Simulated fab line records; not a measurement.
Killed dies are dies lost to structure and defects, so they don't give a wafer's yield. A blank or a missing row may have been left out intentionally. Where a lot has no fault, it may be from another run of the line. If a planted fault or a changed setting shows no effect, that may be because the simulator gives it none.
Matching of chambers | flow n5-finfet | 4 sister chambers for N5_SD_EPI_N_LINER_46 on ald-sin-03
The step material SiNx, target thk 3 nm. 4 wafers are shown with their chamber, then 8 later ones without.

EACH WAFER AND ITS CHAMBER
wafer  | chamber | heater-power-w (W)
L354.5 | 1       | 832
L358.4 | 0       | 870
L358.6 | 2       | 665
L364.2 | 3       | 737

WAFERS WHOSE CHAMBER IS MISSING
wafer  | heater-power-w (W)
L364.5 | 866
L364.6 | 778
L371.2 | 849
L371.4 | 752
L371.5 | 802
L373.3 | 664
L373.4 | 867
L373.6 | 678

WHICH CHAMBER EACH WENT THROUGH
wafer  | from the rows above          | in truth
L364.5 | can't be placed: 0 or 1      | 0
L364.6 | can't be placed: 3 or 1      | 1
L371.2 | can't be placed: 1 or 0      | 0
L371.4 | 3                            | 3
L371.5 | can't be placed: 1 or 3 or 0 | 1
L373.3 | 2                            | 2
L373.4 | can't be placed: 0 or 1      | 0
L373.6 | 2                            | 2
Placed correctly: 3 of 8. Cannot be placed on the basis of these rows: 5; the candidates contain the true chamber in 5. 0 placed wrongly.
How it was worked out, from the rows above alone: a wafer's distance from a chamber is the root of the sum, over the readings, of the square of ((its reading less the chamber's mean) divided by the reading's scatter). The wafer belongs to the nearest chamber; if the next one is less than 2 further off, it can't be placed. For every chamber, the mean is computed from those of its wafers that are shown. The scatter: root of mean squared gap, hidden wafer to nearest shown wafer, with one shown wafer a chamber.
